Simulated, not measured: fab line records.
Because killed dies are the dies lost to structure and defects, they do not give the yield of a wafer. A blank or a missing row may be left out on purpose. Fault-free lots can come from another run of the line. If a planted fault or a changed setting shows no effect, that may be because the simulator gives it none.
8D (eight disciplines) problem report, filled in by code + flow n5 finfet + the parts of the form that need people (team, actions taken, sign-off) are left out

1. WHAT WENT WRONG
At N5_WELL_APT_IMPLANT_14, dose ions cm2 averages 2.8094e+13 over 6 wafers from 2 lots, while fault-free wafers read 1.5004e+13, standard deviation 1.8e+10. That is +99 or more standard deviations from the usual mean.
First observed at day 5 01:52: wafer L194.1, on implanter-02. The record has a number at this step for 33 wafers belonging to 11 lots. The rule behind "out" and "out of limits": a value lying over 4 standard deviations away from the usual mean. The rest of the wafers with a number are treated as sound.

2. WHAT THIS IS AND IS NOT
| question                    | is                                | is not                                                                          |
|-----------------------------|-----------------------------------|---------------------------------------------------------------------------------|
| which readings at this step | dose ions cm2, faraday current uA | -                                                                               |
| which lots                  | L194, L196                        | L180, L181, L188, L189, L192, L193, L195, L200, L203                            |
| which wafers of those lots  | all that have a number            | -                                                                               |
| read on which tools         | implanter-02                      | implanter-01                                                                    |
| when                        | from day 5 01:52                  | up to then (18 sound wafers); but 9 sound wafers of L195, L200, L203 came after |

3. SUSPECTS, AND WHAT RULES EACH OUT
Counting: a tool at any process step up to the reading remains a suspect when it ran all the lots that are out and ran no sound lot after the first of those.
- implanter-02 at N5_WELL_APT_IMPLANT_14: kept. It ran every lot that is out, first L194 (day 5 01:52), and no sound lot after that; its last sound lot up to then is L192 (day 4 14:35). Its own readings are out on those wafers: dose ions cm2, faraday current uA.
Remaining after the count: implanter-02 at N5_WELL_APT_IMPLANT_14.

4. THE CAUSE (what the simulator had put in)
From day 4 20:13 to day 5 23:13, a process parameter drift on implanter-02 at N5_WELL_APT_IMPLANT_14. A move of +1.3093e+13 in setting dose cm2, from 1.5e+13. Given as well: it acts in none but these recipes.
The count eliminated every tool but this one.

5. SEQUENCE OF EFFECTS, ordered by route
One row per reading whose mean, taken over the struck wafers that have a number, lies over 3 standard deviations from the usual. Scope: only readings with a usual standard deviation given in the record; hours: median across lots of the time from each lot's start at the first step in this table that gives one to its start at this step; sigmas: change in usual standard deviations.
| hours | step                   | reading            | usual      | on struck wafers | change      | sigmas      |
|-------|------------------------|--------------------|------------|------------------|-------------|-------------|
| 0     | N5_WELL_APT_IMPLANT_14 | dose ions cm2      | 1.5004e+13 | 2.8094e+13       | +1.3090e+13 | +99 or more |
| 0     | N5_WELL_APT_IMPLANT_14 | faraday current uA | 190        | 354              | +164        | +41         |
The process steps in it:
- N5_WELL_APT_IMPLANT_14

6. WHAT WOULD HAVE CAUGHT IT SOONER
In this record no reading fell out of limits until day 5 01:52, 6 hours after the fault had begun at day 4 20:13.
